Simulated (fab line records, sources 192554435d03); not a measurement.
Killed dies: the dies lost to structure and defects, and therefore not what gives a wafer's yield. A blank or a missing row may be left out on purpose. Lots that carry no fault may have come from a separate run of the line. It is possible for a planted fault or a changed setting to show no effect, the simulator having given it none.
A lot that was struck, set against a sound lot | flow n5_finfet | 33 out of 1938 route steps
Sound: the wafers L478.3, L478.4, L478.5. Struck: wafers L466.1, L466.3, L466.4. The cause is named last.
At each step with rows: each side's tool, then ch and its chambers, then its first start. Under that, the readings that differ: sound wafers | struck wafers | difference of the means | sigmas: that difference in standard deviations of wafers without a fault.
alike: readings with means less than 2 such deviations apart, plus words and numbers identical on both sides. not compared: withheld readings, readings lacking a value on some wafer, bounds such as >300 that could conceal the same value, and numbers that have no deviation in the record and whose values overlap.
The two part at a step that has a row with sigmas, a row that says differs or no value, or rows on one side only. When numbers do not overlap yet have no deviation, they are printed without sigmas and do not part them. A reading missing from all wafers of one side parts the sides only when that side holds two or more wafers.

first, 10 steps without rows for these wafers: N5_SD_EPI_P_SRD_20 (time 30 s); N5_SD_EPI_P_PRECLEAN_51 (cleans in NF3:NH3, afs cycles 1, time 20 s, sublimation time 60 s); N5_SD_EPI_P_VAPOR_ETCH_44 (etches SiGe30 in NF3/Ar, time 3.3 s); N5_SD_EPI_P_EPI_21 (deposits SiGe:B, time 355 s); N5_SD_EPI_P_HM_STRIP_48 (strips SiNx in H3PO4, material SiNx, target depth 3 nm); N5_SD_EPI_P_SRD_49 (time 30 s); N5_SD_EPI_P_PRECLEAN_24 (cleans in O3/DIW, time 45 s); N5_SD_EPI_P_PRECLEAN_32 (cleans in dHF, time 10 s); N5_SD_EPI_P_PRECLEAN_33 (cleans in SC2, time 45 s); N5_SD_EPI_P_SRD_25 (time 30 s).
N5_SD_ACTIVATION_RTA_00: time 0 s.
  sound on rtp_anneal-02 ch 0, day 8 04:51; struck on rtp_anneal-01 ch 0, day 5 06:34
  reading             | sound             | struck            | difference | sigmas
  lamp_power_pct (%)  | 8.91 8.89 8.93    | 7.99 8.09 8.09    | -0.85      | -16
  lamp_zone_1_pct (%) | 8.948 8.940 8.940 | 8.008 8.048 8.019 | -0.918     | -35
  lamp_zone_2_pct (%) | 8.929 8.961 8.985 | 7.978 8.036 7.970 | -0.964     | -42
  lamp_zone_3_pct (%) | 8.924 8.945 8.910 | 8.015 8.063 8.012 | -0.896     | -33
  lamp_zone_4_pct (%) | 8.960 8.960 8.948 | 7.971 8.060 7.999 | -0.946     | -35
  lamp_zone_5_pct (%) | 8.955 9.016 8.948 | 8.019 8.053 8.012 | -0.945     | -35
  lamp_zone_6_pct (%) | 8.843 8.883 8.871 | 7.968 7.981 7.977 | -0.890     | -37
  lamp_zone_7_pct (%) | 9.330 9.352 9.340 | 8.358 8.364 8.382 | -0.973     | -39
  alike: wafer_temp_C_max
then, 1 step without rows for these wafers: N5_SD_ACTIVATION_LSA_01 (time 0.0008 s).
N5_SD_ACTIVATION_RS_MEAS_03: measures by four-point-probe.
  struck on film_metro-02, day 5 06:58; sound on film_metro-02, day 8 05:15
  reading          | sound             | struck            | difference | sigmas
  RS_SD_N (ohm/sq) | 21.54 21.48 21.68 | 22.70 23.05 23.19 | +1.41      | +5
  alike: RS_SD_P
then, 18 steps without rows for these wafers: N5_ILD0_LINER_00 (material SiNx, target thk 4 nm, pulse time 1 s, purge time 2 s); N5_ILD0_FCVD_FILL_01 (material SiO2 flowable, target thk 200 nm, time 328.3 s); N5_ILD0_CURE_02 (time 1800 s); N5_ILD0_CMP_03 (polishes, stops on SiNx, t overpolish 1.9 s, target thk 197.38 nm); N5_ILD0_CMP_07 (polishes SiO2 flowable, stops on poly-Si, t overpolish 1.18 s, target thk 138.88 nm); N5_ILD0_PRECLEAN_10 (cleans in NF3:NH3, afs cycles 5, time 20 s, sublimation time 60 s); N5_ILD0_ALD_15 (deposits SiNx, target thk 24 nm, pulse time 1 s, ald cycles 480); N5_ILD0_CMP_12 (polishes SiNx, stops on poly-Si, t overpolish 6 s, target thk 17.67 nm); N5_SDB_HM_DEP_00 (deposits SiNx from SiH4/NH3/N2, target thk 40 nm, time 35.3 s); N5_SDB_COAT_03 (time 60 s, resist thk 100 nm); N5_SDB_COAT_04 (time 60 s, resist thk 18 nm); N5_SDB_COAT_05 (resist thk 90 nm); N5_SDB_EBR_07; N5_SDB_SOFTBAKE_06 (time 60 s); N5_SDB_EXPOSE_08 (exposes mask SDB); N5_SDB_PEB_09 (peb time 60 s); N5_SDB_DEVELOP_10 (develop time 30 s); N5_SDB_DESCUM_16 (chemistry O2, time 7.9 s).
-- the record jumps here: 5 days lie between the struck wafers' starts before and after (it left off in module SDB and takes up again in module BEOL_M4, whose first step shown is number 1111 of the route) --
N5_BEOL_M4_RC_MEAS_101:
  sound on prober-02 ch 0, day 12 21:37; struck on prober-02 ch 0, day 9 21:38
  reading          | sound          | struck            | difference | sigmas
  DIBL_N (mV/V)    | 40.4 37.4 37.1 | 28.1 30.8 28.1    | -9.3       | -4
  DIBL_P (mV/V)    | 43 39 39       | 31 33 30          | -9         | -3
  IOFF_N (nA/um)   | 0.25 0.19 0.18 | 0.07 0.08 0.06    | -0.14      | -3
  ION_N (uA/um)    | 687 671 682    | 600 612 582       | -82        | -6
  ION_P (uA/um)    | 464 460 463    | 434 440 430       | -28        | -3
  REXT_N (ohm.um)  | 73.1 72.0 73.0 | 102.6 103.3 101.4 | +29.7      | +20
  REXT_P (ohm.um)  | 97.7 98.9 98.7 | 115.7 116.8 114.9 | +17.4      | +8
  RS_SD_N (ohm/sq) | 28.0 27.7 27.8 | 29.4 29.7 29.9    | +1.8       | +5
  SS_N (mV/dec)    | 72.8 71.9 71.5 | 69.2 71.0 70.0    | -2.0       | -2
  VT_N (mV)        | 246 250 249    | 261 263 267       | +15        | +4
  VT_N_LVT (mV)    | 93 95 96       | 110 110 114       | +17        | +4
  VT_P (mV)        | -246 -250 -251 | -257 -254 -261    | -8         | -2
  alike: IOFF_P, SS_P
-- a jump in the record: the struck wafers' starts before and after are 4 days apart (it breaks off in module BEOL_M4 and resumes in module PASSIVATION, where the first step shown is number 1936 of the route) --
N5_PASSIVATION_PROBE_49:
  only the struck wafers here have rows in the record (prober-01, day 14 08:36); the sound ones have none

== WHERE THEY PART ==
Last at N5_PASSIVATION_PROBE_49 as far as this record goes, first at N5_SD_ACTIVATION_RTA_00.

WHY: what the simulator had put in
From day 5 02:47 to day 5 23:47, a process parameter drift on rtp_anneal-01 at N5_SD_ACTIVATION_RTA_00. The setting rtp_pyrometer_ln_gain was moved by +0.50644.
